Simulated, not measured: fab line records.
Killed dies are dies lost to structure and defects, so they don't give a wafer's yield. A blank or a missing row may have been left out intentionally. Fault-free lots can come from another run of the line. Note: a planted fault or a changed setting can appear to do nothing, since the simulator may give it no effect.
Which tool did it? ; flow nand_harc ; Sampling: 13 lots, 36 wafers, 2 of 1159 route steps

== WHAT EACH GAUGE READ, for each wafer ==
NHARC_A_SGD_CUT_INSPECT_11.
lot;measured;on;raw_defect_count
L721;day 14 01:20;defect_inspect-01;11 7 9
L723;day 14 13:29;defect_inspect-01;21 23 23
L728;day 15 04:19;defect_inspect-01;9 13 9
L725;day 15 04:29;defect_inspect-02;6 5 5
L727;day 16 00:29;defect_inspect-01;24 13 20
L730;day 16 11:34;defect_inspect-01;6 6 5
L729;day 16 20:58;defect_inspect-01;15 11
L735;day 17 06:49;defect_inspect-02;35 31
L736;day 18 01:24;defect_inspect-01;25 31
L739;day 18 09:20;defect_inspect-01;27 28 33
L740;day 18 15:37;defect_inspect-02;15 15 18
L742;day 19 15:20;defect_inspect-01;9 25 12
L743;day 19 15:37;defect_inspect-01;12 14 11

== WHAT TOOL EACH LOT RAN ON (gives the tool, then ch and the chambers of the sampled wafers, and finally the start) ==
lot;NHARC_A_STAIRCASE_CMP_450
L721;cmp-01 ch 0,1,2, day 13 22:37
L723;cmp-03 ch 1,2,3, day 14 10:48
L728;cmp-03 ch 1,2,3, day 15 01:36
L725;cmp-04 ch 1,2,3, day 15 01:37
L727;cmp-04 ch 0,1,3, day 15 21:43
L730;cmp-03 ch 0,2, day 16 08:54
L729;cmp-03 ch 0,3, day 16 18:17
L735;cmp-01 ch 1,3, day 17 03:52
L736;cmp-03 ch 0,1, day 17 22:41
L739;cmp-03 ch 0,1,3, day 18 06:37
L740;cmp-04 ch 0,1,3, day 18 11:50
L742;cmp-01 ch 0,2, day 19 12:34
L743;cmp-04 ch 0,3, day 19 12:53
- NHARC_A_STAIRCASE_CMP_450: polishes SiO2, target thk 200 nm.

== WHAT THE TOOLS THEMSELVES READ (means of the sampled wafers that have a number; where no wafer has one, the mark that the record gives instead) ==
NHARC_A_STAIRCASE_CMP_450.
lot;tool;motor_current_A (A)
L721;cmp-01;12.6
L723;cmp-03;12.7
L728;cmp-03;12.6
L725;cmp-04;11.3
L727;cmp-04;11.2
L730;cmp-03;11.7
L729;cmp-03;11.5
L735;cmp-01;11.4
L736;cmp-03;11.9
L739;cmp-03;11.4
L740;cmp-04;11.1
L742;cmp-01;12.7
L743;cmp-04;10.2

== THE ANSWER, worked out from the rows above alone ==
Rule: the lots themselves supply what counts as usual. Put in order of their means at a reading, lots are off if they are a third of the lots or fewer, leave a main group of 4 or more, and stand apart from it by a gap of 3 or more times the standard deviation of the main group's means; of several such gaps the widest counts. The tables above print the reading to a certain number of digits; a main group whose means all agree to those digits is not used. A lot without any number at a reading at which 4 lots or more have one is off too. The other lots that the step has rows for count as sound. The gauges are gone through in route order, then the tools' own readings, and for those a lot's mean is taken as printed above. The first step at which some lot is off is used, and at that step the reading that is off furthest; a lot without a number counts as furthest.
No lot is off at any reading shown: from this, nothing can be told.

== WHAT THE SIMULATOR HAD PUT IN ==
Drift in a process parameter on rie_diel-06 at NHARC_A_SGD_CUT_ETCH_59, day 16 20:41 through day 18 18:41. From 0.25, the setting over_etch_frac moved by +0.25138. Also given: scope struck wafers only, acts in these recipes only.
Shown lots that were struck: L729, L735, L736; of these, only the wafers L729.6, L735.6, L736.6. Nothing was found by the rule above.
